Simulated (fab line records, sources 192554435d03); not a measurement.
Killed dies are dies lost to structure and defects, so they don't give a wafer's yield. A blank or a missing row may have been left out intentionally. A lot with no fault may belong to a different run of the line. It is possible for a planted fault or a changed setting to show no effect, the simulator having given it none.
Matching of chambers | flow n5_finfet | 4 sister chambers for N5_BEOL_M13_ETCH_68 on rie_diel-02
The step etches SOC in N2/H2, time 355 s. 8 wafers are shown with their chamber, then 9 later ones without.

## WAFERS, EACH WITH ITS CHAMBER
wafer  | chamber | showerhead_plenum_p_Torr (Torr) | drypump_motor_current_A (A)
L074.5 | 1       | 2.47                            | 5.63
L079.6 | 3       | 2.42                            | 5.33
L080.6 | 3       | 2.42                            | 5.35
L081.4 | 2       | 2.56                            | 5.82
L081.5 | 0       | 2.60                            | 5.10
L087.1 | 2       | 2.56                            | 5.90
L087.5 | 1       | 2.46                            | 5.65
L087.6 | 0       | 2.60                            | 5.09

## WAFERS WITH NO CHAMBER GIVEN
wafer  | showerhead_plenum_p_Torr (Torr) | drypump_motor_current_A (A)
L088.1 | 2.41                            | 5.33
L088.4 | 2.59                            | 5.13
L088.5 | 2.41                            | 5.35
L091.1 | 2.56                            | 5.84
L091.4 | 2.46                            | 5.65
L091.5 | 2.46                            | 5.65
L095.3 | 2.59                            | 5.13
L095.5 | 2.45                            | 5.65
L095.6 | 2.55                            | 5.85

## CHAMBER TAKEN BY EACH
wafer  | from the rows above | in truth
L088.1 | 3                   | 3
L088.4 | 0                   | 0
L088.5 | 3                   | 3
L091.1 | 2                   | 2
L091.4 | 1                   | 1
L091.5 | 1                   | 1
L095.3 | 0                   | 0
L095.5 | 1                   | 1
L095.6 | 2                   | 2
Correct placement for 9 of the 9. Left unplaced by these rows: 0. 0 placed wrongly.
How it was worked out, from the rows above alone: a wafer's distance from a chamber is the root of the sum, over the readings, of the square of ((its reading less the chamber's mean) divided by the reading's scatter). If the next closest chamber is less than 2 further off than the closest, the wafer can't be placed; otherwise it belongs to the closest. Each chamber's mean is taken over the wafers shown for it. How the scatter is found: for the shown wafers, subtract from each reading the mean of its chamber, square and add these, divide the total by (wafers less chambers), then take the root.
